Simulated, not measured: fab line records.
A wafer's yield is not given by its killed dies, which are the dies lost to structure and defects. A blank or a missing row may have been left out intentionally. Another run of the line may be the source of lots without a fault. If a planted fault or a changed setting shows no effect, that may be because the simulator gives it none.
Chamber matching :: flow nand_harc :: NHARC_A_M0_CMP_23 on cmp-02 has 4 sister chambers
The step polishes, t overpolish 20 s, target thk 113.75 nm. 4 wafers are shown with their chamber, then 8 later ones without.

== WAFERS PAIRED WITH THEIR CHAMBERS ==
wafer: L083.1
chamber: 1
motor_current_A (A): 12.8

wafer: L083.3
chamber: 2
motor_current_A (A): 10.6

wafer: L083.5
chamber: 3
motor_current_A (A): 14.5

wafer: L084.3
chamber: 0
motor_current_A (A): 13.0

== WAFERS MISSING THEIR CHAMBER ==
wafer: L084.5
motor_current_A (A): 13.9

wafer: L084.6
motor_current_A (A): 13.1

wafer: L087.1
motor_current_A (A): 12.1

wafer: L087.2
motor_current_A (A): 13.2

wafer: L087.4
motor_current_A (A): 14.0

wafer: L090.1
motor_current_A (A): 12.4

wafer: L090.3
motor_current_A (A): 14.0

wafer: L090.4
motor_current_A (A): 12.5

== WHICH CHAMBER EACH ONE RAN IN ==
wafer: L084.5
from the rows above: can't be placed: 3 or 0 or 1
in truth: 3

wafer: L084.6
from the rows above: can't be placed: 0 or 1
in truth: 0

wafer: L087.1
from the rows above: can't be placed: 1 or 0 or 2
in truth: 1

wafer: L087.2
from the rows above: can't be placed: 0 or 1
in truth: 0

wafer: L087.4
from the rows above: can't be placed: 3 or 0 or 1
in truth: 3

wafer: L090.1
from the rows above: can't be placed: 1 or 0
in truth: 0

wafer: L090.3
from the rows above: can't be placed: 3 or 0 or 1
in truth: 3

wafer: L090.4
from the rows above: can't be placed: 1 or 0
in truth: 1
Correctly placed: 0 of 8. Can't be placed from these rows: 8 (the true chamber is among the candidates in 8). Number placed wrongly: 0.
How it was worked out, from the rows above alone: a wafer's distance from a chamber is the root of the sum, over the readings, of the square of ((its reading less the chamber's mean) divided by the reading's scatter). If the next closest chamber is less than 2 further off than the closest, the wafer can't be placed; otherwise it belongs to the closest. A chamber's mean is the mean of its shown wafers. The scatter: with one shown wafer a chamber, the root of the mean of the squares of how far each hidden wafer lies from its nearest shown one.
